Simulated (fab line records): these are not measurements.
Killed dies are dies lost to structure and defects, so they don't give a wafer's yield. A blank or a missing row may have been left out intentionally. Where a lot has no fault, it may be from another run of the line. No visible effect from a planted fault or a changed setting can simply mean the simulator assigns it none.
Matching of chambers ; flow n5-finfet ; 3 sister chambers for N5_BEOL_M7_DEP_56 on pecvd-04
The step deposits SiCN from 3MS/NH3, target thk 10 nm, time 17.5 s. 6 wafers are shown with their chamber, then 12 later ones without.

== WAFERS WITH THEIR CHAMBER ==
wafer;chamber;throttle-valve-pct (%);showerhead-plenum-p-Torr (Torr)
L079.4;1;8.6;3.676
L081.4;2;8.7;3.657
L081.6;0;10.2;3.665
L082.1;0;10.2;3.664
L082.4;1;8.6;3.673
L082.5;2;8.8;3.652

== WAFERS WHOSE CHAMBER IS MISSING ==
wafer;throttle-valve-pct (%);showerhead-plenum-p-Torr (Torr)
L090.1;10.0;3.677
L090.2;8.5;3.667
L090.3;8.7;3.655
L094.1;10.3;3.668
L094.4;8.4;3.669
L094.6;8.8;3.661
L096.1;10.5;3.664
L096.2;8.9;3.655
L096.5;8.8;3.661
L097.1;8.7;3.658
L097.4;8.8;3.644
L097.6;10.4;3.660

== WHICH CHAMBER EACH WENT THROUGH ==
wafer;from the rows above;in truth
L090.1;0;0
L090.2;1;1
L090.3;2;2
L094.1;0;0
L094.4;1;1
L094.6;2;2
L096.1;0;0
L096.2;2;2
L096.5;2;2
L097.1;2;2
L097.4;2;2
L097.6;0;0
Placed correctly: 12 of 12. Can't be placed from these rows: 0. Wrongly placed: 0.
How it was worked out, from the rows above alone: a wafer's distance from a chamber is the root of the sum, over the readings, of the square of ((its reading less the chamber's mean) divided by the reading's scatter). If the next closest chamber is less than 2 further off than the closest, the wafer can't be placed; otherwise it belongs to the closest. A chamber's mean is the mean of its shown wafers. The scatter is the square root of a quotient: the sum, over the shown wafers, of each reading's squared deviation from its chamber's mean, divided by wafers minus chambers.
